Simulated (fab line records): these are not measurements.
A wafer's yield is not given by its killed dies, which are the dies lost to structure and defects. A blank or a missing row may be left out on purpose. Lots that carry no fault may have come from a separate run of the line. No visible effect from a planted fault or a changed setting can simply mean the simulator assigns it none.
Matching of chambers || flow nand harc || 4 sister chambers for NHARC_A_BLC_ALD_23 on ald metal-04
The step deposits TiN, target thk 3 nm, pulse time 1 s, ald cycles 150. 7 wafers are shown with their chamber, then 9 later ones without.

## WAFERS PAIRED WITH THEIR CHAMBERS
{"wafer": "L076.2", "chamber": 0, "heater power w (W)": 1142, "precursor pulse height rel": 1.024}
{"wafer": "L087.2", "chamber": 1, "heater power w (W)": 1092, "precursor pulse height rel": 0.961}
{"wafer": "L087.3", "chamber": 2, "heater power w (W)": 1207, "precursor pulse height rel": 0.980}
{"wafer": "L087.4", "chamber": 3, "heater power w (W)": 893, "precursor pulse height rel": 1.018}
{"wafer": "L090.1", "chamber": 1, "heater power w (W)": 1144, "precursor pulse height rel": 1.030}
{"wafer": "L090.3", "chamber": 3, "heater power w (W)": 884, "precursor pulse height rel": 1.016}
{"wafer": "L090.5", "chamber": 2, "heater power w (W)": 1186, "precursor pulse height rel": 0.993}

## WAFERS MISSING THEIR CHAMBER
{"wafer": "L093.1", "heater power w (W)": 1111, "precursor pulse height rel": 1.004}
{"wafer": "L093.5", "heater power w (W)": 881, "precursor pulse height rel": 0.983}
{"wafer": "L093.6", "heater power w (W)": 1209, "precursor pulse height rel": 1.022}
{"wafer": "L095.2", "heater power w (W)": 893, "precursor pulse height rel": 1.014}
{"wafer": "L095.3", "heater power w (W)": 1068, "precursor pulse height rel": 1.014}
{"wafer": "L095.6", "heater power w (W)": 1058, "precursor pulse height rel": 1.005}
{"wafer": "L097.2", "heater power w (W)": 1204, "precursor pulse height rel": 0.989}
{"wafer": "L097.3", "heater power w (W)": 1098, "precursor pulse height rel": 0.986}
{"wafer": "L097.5", "heater power w (W)": 1190, "precursor pulse height rel": 1.024}

## CHAMBER TAKEN BY EACH
{"wafer": "L093.1", "from the rows above": "can't be placed: 1 or 0", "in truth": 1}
{"wafer": "L093.5", "from the rows above": 3, "in truth": 3}
{"wafer": "L093.6", "from the rows above": "can't be placed: 2 or 0", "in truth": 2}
{"wafer": "L095.2", "from the rows above": 3, "in truth": 3}
{"wafer": "L095.3", "from the rows above": "can't be placed: 1 or 0", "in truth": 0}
{"wafer": "L095.6", "from the rows above": "can't be placed: 1 or 0", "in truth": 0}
{"wafer": "L097.2", "from the rows above": 2, "in truth": 2}
{"wafer": "L097.3", "from the rows above": "can't be placed: 1 or 0", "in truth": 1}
{"wafer": "L097.5", "from the rows above": "can't be placed: 2 or 0 or 1", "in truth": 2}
Correctly placed: 3 of 9. Unplaceable from these rows: 6, with the true chamber sitting among the candidates in 6. 0 placed wrongly.
How it was worked out, from the rows above alone: a wafer's distance from a chamber is the root of the sum, over the readings, of the square of ((its reading less the chamber's mean) divided by the reading's scatter). The wafer belongs to the nearest chamber; if the next one is less than 2 further off, it can't be placed. A chamber's mean is the mean of its shown wafers. The scatter is the square root of a quotient: the sum, over the shown wafers, of each reading's squared deviation from its chamber's mean, divided by wafers minus chambers.
